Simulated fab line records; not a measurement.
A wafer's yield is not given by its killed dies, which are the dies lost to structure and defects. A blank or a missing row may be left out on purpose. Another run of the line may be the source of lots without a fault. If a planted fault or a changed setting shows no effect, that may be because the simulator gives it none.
Which of the tools did it? :: flow n5-finfet :: Sampling: 10 lots, 29 wafers, 6 of 1938 route steps

## WHAT EACH GAUGE READ, for each wafer
N5_BEOL_M4_RC_MEAS_101.
lot: L727
measured: day 8 20:52
on: prober-01
DIBL_N (mV/V): 33.1 34.9 38.3
DIBL_P (mV/V): 33.5 36.1 39.8
IOFF_N (nA/um): 0.10 0.14 0.22
IOFF_P (nA/um): 0.14 0.18 0.24
ION_N (uA/um): 647 658 696
ION_P (uA/um): 443 454 469
SS_N (mV/dec): 70.5 71.3 72.1
SS_P (mV/dec): 71.6 73.0 73.2
VT_N (mV): 258 252 244
VT_P (mV): -256 -254 -251

lot: L731
measured: day 9 02:46
on: prober-01
DIBL_N (mV/V): 39.7 36.1 35.1
DIBL_P (mV/V): 39.8 32.2 33.3
IOFF_N (nA/um): 0.19 0.13 0.12
IOFF_P (nA/um): 0.27 0.15 0.17
ION_N (uA/um): 657 644 645
ION_P (uA/um): 452 439 449
SS_N (mV/dec): 71.8 70.9 70.6
SS_P (mV/dec): 75.0 72.2 72.6
VT_N (mV): 249 254 254
VT_P (mV): -248 -255 -255

lot: L729
measured: day 9 02:56
on: prober-02
DIBL_N (mV/V): 40.5 37.7 38.3
DIBL_P (mV/V): 39.4 35.1 37.4
IOFF_N (nA/um): 0.23 0.17 0.20
IOFF_P (nA/um): 0.26 0.19 0.23
ION_N (uA/um): 695 676 693
ION_P (uA/um): 463 454 464
SS_N (mV/dec): 73.2 72.8 72.4
SS_P (mV/dec): 74.4 73.9 73.9
VT_N (mV): 247 250 248
VT_P (mV): -250 -254 -248

lot: L734
measured: day 9 17:14
on: prober-01
DIBL_N (mV/V): 35.3 32.8 32.1
DIBL_P (mV/V): 37.4 33.5 33.0
IOFF_N (nA/um): 0.13 0.10 0.10
IOFF_P (nA/um): 0.21 0.16 0.15
ION_N (uA/um): 659 664 662
ION_P (uA/um): 456 462 459
SS_N (mV/dec): 71.8 70.7 71.0
SS_P (mV/dec): 73.9 72.6 72.1
VT_N (mV): 252 256 257
VT_P (mV): -251 -254 -254

lot: L732
measured: day 9 23:44
on: prober-02
DIBL_N (mV/V): 39.5 39.0 37.1
DIBL_P (mV/V): 41.3 40.2 36.6
IOFF_N (nA/um): 0.25 0.25 0.20
IOFF_P (nA/um): 0.30 0.30 0.23
ION_N (uA/um): 692 689 687
ION_P (uA/um): 469 468 465
SS_N (mV/dec): 73.0 72.0 72.0
SS_P (mV/dec): 74.9 74.1 73.9
VT_N (mV): 244 242 248
VT_P (mV): -246 -245 -246

lot: L736
measured: day 10 02:13
on: prober-02
DIBL_N (mV/V): 35.5 37.8
DIBL_P (mV/V): 36.0 38.4
IOFF_N (nA/um): 0.15 0.19
IOFF_P (nA/um): 0.23 0.27
ION_N (uA/um): 673 682
ION_P (uA/um): 467 478
SS_N (mV/dec): 71.9 72.0
SS_P (mV/dec): 73.6 74.2
VT_N (mV): 248 249
VT_P (mV): -246 -246

lot: L735
measured: day 10 02:48
on: prober-01
DIBL_N (mV/V): 35.0 36.8 34.8
DIBL_P (mV/V): 36.0 37.5 35.0
IOFF_N (nA/um): 0.16 0.17 0.15
IOFF_P (nA/um): 0.23 0.24 0.20
ION_N (uA/um): 689 670 680
ION_P (uA/um): 474 458 468
SS_N (mV/dec): 71.0 71.2 70.5
SS_P (mV/dec): 73.7 73.5 72.8
VT_N (mV): 247 249 250
VT_P (mV): -247 -247 -251

lot: L738
measured: day 11 02:28
on: prober-02
DIBL_N (mV/V): 35.8 35.8 36.0
DIBL_P (mV/V): 35.8 36.8 34.5
IOFF_N (nA/um): 0.15 0.16 0.15
IOFF_P (nA/um): 0.18 0.19 0.17
ION_N (uA/um): 688 660 671
ION_P (uA/um): 468 452 451
SS_N (mV/dec): 72.0 71.7 72.4
SS_P (mV/dec): 73.0 73.8 73.3
VT_N (mV): 251 247 252
VT_P (mV): -252 -252 -252

lot: L739
measured: day 11 10:14
on: prober-01
DIBL_N (mV/V): 34.9 35.6 36.1
DIBL_P (mV/V): 33.3 34.0 35.9
IOFF_N (nA/um): 0.14 0.16 0.15
IOFF_P (nA/um): 0.17 0.19 0.21
ION_N (uA/um): 683 686 680
ION_P (uA/um): 465 470 467
SS_N (mV/dec): 71.6 71.4 71.4
SS_P (mV/dec): 72.3 72.0 73.3
VT_N (mV): 252 248 251
VT_P (mV): -248 -248 -246

lot: L740
measured: day 12 05:52
on: prober-02
DIBL_N (mV/V): 35.7 36.4 35.5
DIBL_P (mV/V): 36.7 37.6 36.8
IOFF_N (nA/um): 0.15 0.16 0.14
IOFF_P (nA/um): 0.22 0.24 0.22
ION_N (uA/um): 667 666 673
ION_P (uA/um): 466 466 465
SS_N (mV/dec): 71.7 71.9 70.7
SS_P (mV/dec): 73.9 73.5 73.5
VT_N (mV): 253 252 252
VT_P (mV): -248 -247 -249

N5_BEOL_M8_OVL_MEAS_29.
lot: L727
measured: day 10 04:32
on: overlay-02
V7_OVL (nm): -0.6 0.7 0.0

lot: L731
measured: day 10 14:58
on: overlay-01
V7_OVL (nm): 0.8 0.9 -0.1

lot: L729
measured: day 10 11:28
on: overlay-01
V7_OVL (nm): 0.8 0.3 0.6

lot: L734
measured: day 11 01:07
on: overlay-01
V7_OVL (nm): -0.7 -0.8 -0.2

lot: L732
measured: day 11 08:26
on: overlay-01
V7_OVL (nm): 0.7 -0.4 -0.6

lot: L736
measured: day 11 11:53
on: overlay-02
V7_OVL (nm): -0.2 0.1

lot: L735
measured: day 11 12:08
on: overlay-01
V7_OVL (nm): 0.0 -1.2 -0.4

lot: L738
measured: day 12 08:56
on: overlay-02
V7_OVL (nm): 1.0 0.4 0.3

lot: L739
measured: day 12 20:17
on: overlay-01
V7_OVL (nm): -0.9 -0.8 0.5

lot: L740
measured: day 13 17:25
on: overlay-01
V7_OVL (nm): -1.4 -0.5 -1.7

N5_BEOL_M8_INSPECT_30: inspects for defects (brightfield).
lot: L727
measured: day 10 04:35
on: defect-inspect-01
raw-defect-count: 445 425 412

lot: L731
measured: day 10 15:01
on: defect-inspect-01
raw-defect-count: 318 253 361

lot: L729
measured: day 10 11:31
on: defect-inspect-01
raw-defect-count: 611 538 600

lot: L734
measured: day 11 01:10
on: defect-inspect-02
raw-defect-count: 646 462 682

lot: L732
measured: day 11 08:29
on: defect-inspect-01
raw-defect-count: 670 451 567

lot: L736
measured: day 11 11:56
on: defect-inspect-02
raw-defect-count: 433 587

lot: L735
measured: day 11 12:11
on: defect-inspect-02
raw-defect-count: 467 419 366

lot: L738
measured: day 12 08:59
on: defect-inspect-02
raw-defect-count: 411 440 379

lot: L739
measured: day 12 20:20
on: defect-inspect-02
raw-defect-count: 471 354 405

lot: L740
measured: day 13 17:28
on: defect-inspect-02
raw-defect-count: 284 259 369

N5_BEOL_M8_OCD_MEAS_38.
lot: L727
measured: day 10 05:03
on: ocd-01
trench-depth-nm (nm): 94.8 89.7 94.9

lot: L731
measured: day 10 15:29
on: ocd-02
trench-depth-nm (nm): 89.2 90.1 88.8

lot: L729
measured: day 10 12:14
on: ocd-02
trench-depth-nm (nm): 92.5 90.5 93.8

lot: L734
measured: day 11 01:59
on: ocd-02
trench-depth-nm (nm): 95.7 94.4 94.9

lot: L732
measured: day 11 08:57
on: ocd-02
trench-depth-nm (nm): 94.9 90.1 92.2

lot: L736
measured: day 11 12:25
on: ocd-02
trench-depth-nm (nm): 91.9 92.9

lot: L735
measured: day 11 12:46
on: ocd-02
trench-depth-nm (nm): 94.8 97.3 89.5

lot: L738
measured: day 12 09:28
on: ocd-02
trench-depth-nm (nm): 88.9 93.8 88.9

lot: L739
measured: day 12 20:49
on: ocd-01
trench-depth-nm (nm): 92.2 92.9 93.2

lot: L740
measured: day 13 18:03
on: ocd-02
trench-depth-nm (nm): 98.0 91.1 55.0

## EACH LOT AND THE TOOL THAT RAN IT (in order: tool; ch and the chambers of the sampled wafers; start)
lot: L727
N5_BEOL_M8_HM_DEP_02: pvd-sputter-02, day 10 02:34
N5_BEOL_M8_STRIP_19: rie-diel-03 ch 1,2,3, day 10 03:34

lot: L731
N5_BEOL_M8_HM_DEP_02: pvd-sputter-02, day 10 10:52
N5_BEOL_M8_STRIP_19: rie-diel-01 ch 0,2, day 10 11:59

lot: L729
N5_BEOL_M8_HM_DEP_02: pvd-sputter-01, day 10 09:56
N5_BEOL_M8_STRIP_19: rie-diel-03 ch 0,2, day 10 10:55

lot: L734
N5_BEOL_M8_HM_DEP_02: pvd-sputter-02, day 10 22:28
N5_BEOL_M8_STRIP_19: rie-diel-01 ch 0,1, day 10 23:32

lot: L732
N5_BEOL_M8_HM_DEP_02: pvd-sputter-02, day 11 06:35
N5_BEOL_M8_STRIP_19: rie-diel-01 ch 0,1,3, day 11 07:46

lot: L736
N5_BEOL_M8_HM_DEP_02: pvd-sputter-02, day 11 09:16
N5_BEOL_M8_STRIP_19: rie-diel-01 ch 1,2, day 11 10:21

lot: L735
N5_BEOL_M8_HM_DEP_02: pvd-sputter-01, day 11 09:22
N5_BEOL_M8_STRIP_19: rie-diel-03 ch 0,1, day 11 10:26

lot: L738
N5_BEOL_M8_HM_DEP_02: pvd-sputter-03, day 12 07:33
N5_BEOL_M8_STRIP_19: rie-diel-03 ch 0,3, day 12 08:31

lot: L739
N5_BEOL_M8_HM_DEP_02: pvd-sputter-02, day 12 18:11
N5_BEOL_M8_STRIP_19: rie-diel-01 ch 0,1,3, day 12 19:13

lot: L740
N5_BEOL_M8_HM_DEP_02: pvd-sputter-02, day 13 13:31
N5_BEOL_M8_STRIP_19: rie-diel-06 ch 0,1,2, day 13 15:04
- N5_BEOL_M8_HM_DEP_02: deposits TiN, target thk 20 nm.
- N5_BEOL_M8_STRIP_19: strips in O2.

## AS READ BY THE TOOLS THEMSELVES (means over the sampled wafers that have a number; for cases with no such wafer, the mark the record gives instead)
N5_BEOL_M8_HM_DEP_02.
lot: L727
tool: pvd-sputter-02
throttle-valve-pct (%): 30.0

lot: L731
tool: pvd-sputter-02
throttle-valve-pct (%): 30.5

lot: L729
tool: pvd-sputter-01
throttle-valve-pct (%): 30.3

lot: L734
tool: pvd-sputter-02
throttle-valve-pct (%): 29.8

lot: L732
tool: pvd-sputter-02
throttle-valve-pct (%): 29.7

lot: L736
tool: pvd-sputter-02
throttle-valve-pct (%): 30.1

lot: L735
tool: pvd-sputter-01
throttle-valve-pct (%): 29.8

lot: L738
tool: pvd-sputter-03
throttle-valve-pct (%): 31.7

lot: L739
tool: pvd-sputter-02
throttle-valve-pct (%): 29.7

lot: L740
tool: pvd-sputter-02
throttle-valve-pct (%): 30.1

N5_BEOL_M8_STRIP_19.
lot: L727
tool: rie-diel-03
drypump-motor-current-A (A): 5.7
oes-product-au (a.u.): 0.79
rf-vpp-V (V): 3.2
showerhead-plenum-p-Torr (Torr): 2.06
temp-c (C): 39.97
throttle-valve-pct (%): 16.48

lot: L731
tool: rie-diel-01
drypump-motor-current-A (A): 6.3
oes-product-au (a.u.): 0.85
rf-vpp-V (V): 4.1
showerhead-plenum-p-Torr (Torr): 2.15
temp-c (C): 40.02
throttle-valve-pct (%): 16.77

lot: L729
tool: rie-diel-03
drypump-motor-current-A (A): 5.9
oes-product-au (a.u.): 0.71
rf-vpp-V (V): 4.0
showerhead-plenum-p-Torr (Torr): 2.10
temp-c (C): 40.02
throttle-valve-pct (%): 16.93

lot: L734
tool: rie-diel-01
drypump-motor-current-A (A): 6.3
oes-product-au (a.u.): 0.75
rf-vpp-V (V): 3.3
showerhead-plenum-p-Torr (Torr): 2.11
temp-c (C): 39.99
throttle-valve-pct (%): 16.75

lot: L732
tool: rie-diel-01
drypump-motor-current-A (A): 6.1
oes-product-au (a.u.): 0.71
rf-vpp-V (V): 3.8
showerhead-plenum-p-Torr (Torr): 2.08
temp-c (C): 40.02
throttle-valve-pct (%): 16.88

lot: L736
tool: rie-diel-01
drypump-motor-current-A (A): 6.1
oes-product-au (a.u.): 0.79
rf-vpp-V (V): 3.8
showerhead-plenum-p-Torr (Torr): 2.06
temp-c (C): 39.91
throttle-valve-pct (%): 16.73

lot: L735
tool: rie-diel-03
drypump-motor-current-A (A): 5.7
oes-product-au (a.u.): 0.77
rf-vpp-V (V): 4.0
showerhead-plenum-p-Torr (Torr): 2.12
temp-c (C): 40.04
throttle-valve-pct (%): 16.99

lot: L738
tool: rie-diel-03
drypump-motor-current-A (A): 6.2
oes-product-au (a.u.): 0.79
rf-vpp-V (V): 3.9
showerhead-plenum-p-Torr (Torr): 2.04
temp-c (C): 40.11
throttle-valve-pct (%): 16.56

lot: L739
tool: rie-diel-01
drypump-motor-current-A (A): 6.2
oes-product-au (a.u.): 0.80
rf-vpp-V (V): 3.8
showerhead-plenum-p-Torr (Torr): 2.07
temp-c (C): 39.94
throttle-valve-pct (%): 16.73

lot: L740
tool: rie-diel-06
drypump-motor-current-A (A): 5.9
oes-product-au (a.u.): 0.79
rf-vpp-V (V): 3.9
showerhead-plenum-p-Torr (Torr): 2.12
temp-c (C): 40.02
throttle-valve-pct (%): 16.64

## THE ANSWER, worked out from the rows above alone
Rule: what is usual is taken from the lots themselves. The widest of any qualifying gaps counts: lots, ordered by their means at a reading, are off when they make up no more than a third of the lots, leave a main group of 4 or more, and stand apart from it by 3 or more times the standard deviation of that group's means. A main group is skipped when, at the precision printed for the reading in the tables above, its means are all equal. A lot without any number at a reading at which 4 lots or more have one is off too. Where the step has rows for the other lots, those lots are counted as sound. The gauges are gone through in route order, then the tools' own readings, and for those a lot's mean is taken as printed above. At the first step where some lot is off, the reading lying furthest off is the one used; lots without a number count as furthest.
Off: L740 (N5_BEOL_M8_OCD_MEAS_38, trench-depth-nm). The main group has a mean of 92.4 nm with a standard deviation of 1.6.
A tool fits if, at a process step before that reading, it ran every lot that is off, and no sound lot after the first of them. The gauges at N5_BEOL_M8_OCD_MEAS_38 are tried like those tools. Can't be told from this: 3 tools fit, pvd-sputter-02 at N5_BEOL_M8_HM_DEP_02, rie-diel-06 at N5_BEOL_M8_STRIP_19, ocd-02 at N5_BEOL_M8_OCD_MEAS_38.

## WHAT HAD BEEN PUT IN BY THE SIMULATOR
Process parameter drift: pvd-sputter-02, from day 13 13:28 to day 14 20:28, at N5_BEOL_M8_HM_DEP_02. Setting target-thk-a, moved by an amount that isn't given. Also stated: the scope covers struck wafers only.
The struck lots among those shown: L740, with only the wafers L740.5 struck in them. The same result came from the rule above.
